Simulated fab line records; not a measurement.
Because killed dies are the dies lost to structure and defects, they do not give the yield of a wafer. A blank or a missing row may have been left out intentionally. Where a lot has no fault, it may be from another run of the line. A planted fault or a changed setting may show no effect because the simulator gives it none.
Code-filled problem report in 8D (eight disciplines) form ; flow nand-harc ; the parts of the form that need people (team, actions taken, sign-off) are left out

== 1. WHAT WENT WRONG ==
At NHARC_P_M1_THK_MEAS_24, thk-nm averages 406.6 nm over 6 wafers from 2 lots, while fault-free wafers read 157.7 nm, standard deviation 1.4. That is +99 or more standard deviations from the usual mean.
The step: measures by xrf.
First observed at day 9 15:10: wafer L115.1, on film-metro-02. The record has a number at this step for 36 wafers belonging to 12 lots. By rule, "out" or "out of limits" means more than 4 standard deviations away from the usual mean. Any other wafer with a number is counted as sound.

== 2. WHAT IT IS AND WHAT IT IS NOT ==
question;is;is not
which readings at this step;thk-nm;-
which lots;L115, L116;L104, L105, L111, L114, L120, L122, L123, L124, L125, L126
which wafers of those lots;all that have a number;-
read on which gauges;film-metro-01, film-metro-02;-
when;from day 9 15:10;"up to then (12 sound wafers); but 18 sound wafers of L120, L122, L123, L124, L125, L126 came after"

== 3. SUSPECTS, AND WHAT RULES EACH OUT ==
Counting: a tool at a process step up to the reading stays a suspect if it ran every lot that is out and no sound lot after the first of them.
- ruled out: the gauge at NHARC_P_M1_THK_MEAS_24. 2 gauges (film-metro-01, film-metro-02) read the wafers that are out.
- pvd-sputter-01 at NHARC_P_M1_DEGAS_29 (time 60 s): ruled out as a lasting fault. Following L115 (day 9 13:47), the first lot on it that is out, the sound lots L125 were run on it.
- cmp-01 at NHARC_P_M1_CMP_23 (polishes, t overpolish 20 s, target thk 157.82 nm): ruled out as a lasting fault. Following L115 (day 9 14:53), the first lot on it that is out, the sound lots L124 were run on it.
Left after counting: nothing in the record.

== 4. THE CAUSE (what the simulator had put in) ==
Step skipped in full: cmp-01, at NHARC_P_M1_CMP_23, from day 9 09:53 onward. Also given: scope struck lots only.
Counting ruled it out, wrongly: the rule takes a fault to strike every lot that its tool runs from its start on, and this one did not.

== 5. THE EFFECT CHAIN, in route order ==
Rows list readings where the struck wafers' mean (over those with a number) sits beyond 3 standard deviations from the usual. Only readings whose record carries a usual standard deviation are examined. hours: median over the lots of the time between each lot's start at the first step of this table that gives one and its start at this step. sigmas: the change, counted in usual standard deviations.
hours;step;reading;usual;on struck wafers;change;sigmas
0;NHARC_P_M1_THK_MEAS_24;thk-nm;157.7 nm;406.6;+248.9;+99 or more
304;NHARC_END_SORT_01;defect-limited-yield;95.1 %;0.0;-95.1;-59
304;NHARC_END_SORT_01;killed-at-periphery;3.2;643.0;+639.8;+99 or more
304;NHARC_END_SORT_01;killed-dies;33;677;+644;+59
304;NHARC_END_SORT_01;sort_bin_2_pct;1.6 %;96.2;+94.6;+99 or more
304;NHARC_END_SORT_01;sort-n-pass;644;0;-644;-59
304;NHARC_END_SORT_01;sort-rim-yield-pct;96.3 %;0.0;-96.3;-39
304;NHARC_END_SORT_01;sort-yield-pct;95.1 %;0.0;-95.1;-59
Readings that are blank on the struck wafers while sound wafers have them: edge-zone-pressure-frac at NHARC_P_M1_CMP_23; motor-current-A at NHARC_P_M1_CMP_23; pad-life-wafers at NHARC_P_M1_CMP_23; time-to-endpoint-s at NHARC_P_M1_CMP_23.

== 6. WHAT WOULD HAVE CAUGHT IT SOONER ==
Counted from the fault's start at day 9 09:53, it took 5 hours until the first out-of-limits reading at a measuring or inspecting step in this record, taken at day 9 15:10.
At NHARC_P_M1_CMP_23 the tool's readings are blank on the struck wafers, where sound wafers have them: an empty tool record is the first sign, and it was there at once.
